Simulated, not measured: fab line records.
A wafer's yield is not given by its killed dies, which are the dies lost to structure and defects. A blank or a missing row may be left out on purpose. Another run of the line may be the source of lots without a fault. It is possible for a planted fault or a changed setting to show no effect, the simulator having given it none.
Chamber matching / flow n5_finfet / 4 sister chambers for N5_SDB_DESCUM_16 on rie_diel-01
The step chemistry O2, time 7.9 s. 16 wafers are shown with their chamber, then 8 later ones without.

WAFERS, EACH WITH ITS CHAMBER
wafer=L077.2; chamber=1; showerhead_plenum_p_Torr (Torr)=2.00; drypump_motor_current_A (A)=5.62; oes_product_au (a.u.)=0.71
wafer=L077.3; chamber=2; showerhead_plenum_p_Torr (Torr)=2.00; drypump_motor_current_A (A)=5.76; oes_product_au (a.u.)=0.75
wafer=L077.5; chamber=0; showerhead_plenum_p_Torr (Torr)=2.16; drypump_motor_current_A (A)=5.34; oes_product_au (a.u.)=0.73
wafer=L078.3; chamber=2; showerhead_plenum_p_Torr (Torr)=2.00; drypump_motor_current_A (A)=5.77; oes_product_au (a.u.)=0.74
wafer=L078.4; chamber=0; showerhead_plenum_p_Torr (Torr)=2.16; drypump_motor_current_A (A)=5.34; oes_product_au (a.u.)=0.72
wafer=L078.6; chamber=1; showerhead_plenum_p_Torr (Torr)=2.00; drypump_motor_current_A (A)=5.62; oes_product_au (a.u.)=0.69
wafer=L081.4; chamber=3; showerhead_plenum_p_Torr (Torr)=2.04; drypump_motor_current_A (A)=5.25; oes_product_au (a.u.)=0.96
wafer=L081.5; chamber=3; showerhead_plenum_p_Torr (Torr)=2.04; drypump_motor_current_A (A)=5.27; oes_product_au (a.u.)=0.97
wafer=L081.6; chamber=0; showerhead_plenum_p_Torr (Torr)=2.16; drypump_motor_current_A (A)=5.32; oes_product_au (a.u.)=0.73
wafer=L082.1; chamber=1; showerhead_plenum_p_Torr (Torr)=1.99; drypump_motor_current_A (A)=5.64; oes_product_au (a.u.)=0.70
wafer=L082.2; chamber=2; showerhead_plenum_p_Torr (Torr)=1.99; drypump_motor_current_A (A)=5.78; oes_product_au (a.u.)=0.74
wafer=L082.4; chamber=3; showerhead_plenum_p_Torr (Torr)=2.04; drypump_motor_current_A (A)=5.25; oes_product_au (a.u.)=0.96
wafer=L083.1; chamber=2; showerhead_plenum_p_Torr (Torr)=1.99; drypump_motor_current_A (A)=5.78; oes_product_au (a.u.)=0.73
wafer=L083.4; chamber=0; showerhead_plenum_p_Torr (Torr)=2.16; drypump_motor_current_A (A)=5.33; oes_product_au (a.u.)=0.71
wafer=L083.5; chamber=3; showerhead_plenum_p_Torr (Torr)=2.04; drypump_motor_current_A (A)=5.25; oes_product_au (a.u.)=0.94
wafer=L084.4; chamber=2; showerhead_plenum_p_Torr (Torr)=1.99; drypump_motor_current_A (A)=5.76; oes_product_au (a.u.)=0.73

SIGNATURES (means of the wafers above)
reading=showerhead_plenum_p_Torr; chamber 0=2.1600; chamber 1=1.9967; chamber 2=1.9940; chamber 3=2.0400; scatter within a chamber=0.00394
reading=drypump_motor_current_A; chamber 0=5.3325; chamber 1=5.6267; chamber 2=5.7700; chamber 3=5.2550; scatter within a chamber=0.0102
reading=oes_product_au; chamber 0=0.7225; chamber 1=0.7000; chamber 2=0.7380; chamber 3=0.9575; scatter within a chamber=0.0101
Rule: a wafer's distance from a chamber is the root of the sum, over the readings, of the square of ((its reading less the chamber's mean) divided by the reading's scatter). If the next closest chamber is less than 2 further off than the closest, the wafer can't be placed; otherwise it belongs to the closest. The scatter: take each reading less its chamber's mean, square it, sum over the shown wafers, divide by the number of wafers less the number of chambers, and take the root.

WAFERS WITHOUT THEIR CHAMBER
wafer=L084.5; showerhead_plenum_p_Torr (Torr)=2.16; drypump_motor_current_A (A)=5.32; oes_product_au (a.u.)=0.71
wafer=L084.6; showerhead_plenum_p_Torr (Torr)=2.03; drypump_motor_current_A (A)=5.22; oes_product_au (a.u.)=0.94
wafer=L087.2; showerhead_plenum_p_Torr (Torr)=2.16; drypump_motor_current_A (A)=5.34; oes_product_au (a.u.)=0.72
wafer=L087.3; showerhead_plenum_p_Torr (Torr)=1.99; drypump_motor_current_A (A)=5.65; oes_product_au (a.u.)=0.70
wafer=L087.4; showerhead_plenum_p_Torr (Torr)=2.03; drypump_motor_current_A (A)=5.23; oes_product_au (a.u.)=0.93
wafer=L096.2; showerhead_plenum_p_Torr (Torr)=2.03; drypump_motor_current_A (A)=5.23; oes_product_au (a.u.)=0.87
wafer=L096.3; showerhead_plenum_p_Torr (Torr)=2.15; drypump_motor_current_A (A)=5.34; oes_product_au (a.u.)=0.70
wafer=L096.5; showerhead_plenum_p_Torr (Torr)=2.15; drypump_motor_current_A (A)=5.35; oes_product_au (a.u.)=0.70

WHICH CHAMBER EACH ONE RAN IN
wafer=L084.5; from the rows above=0; in truth=0
wafer=L084.6; from the rows above=3; in truth=3
wafer=L087.2; from the rows above=0; in truth=0
wafer=L087.3; from the rows above=1; in truth=1
wafer=L087.4; from the rows above=3; in truth=3
wafer=L096.2; from the rows above=3; in truth=3
wafer=L096.3; from the rows above=0; in truth=0
wafer=L096.5; from the rows above=0; in truth=0
Correct placement for 8 of the 8. From these rows, 0 cannot be placed. Wrongly placed: 0.
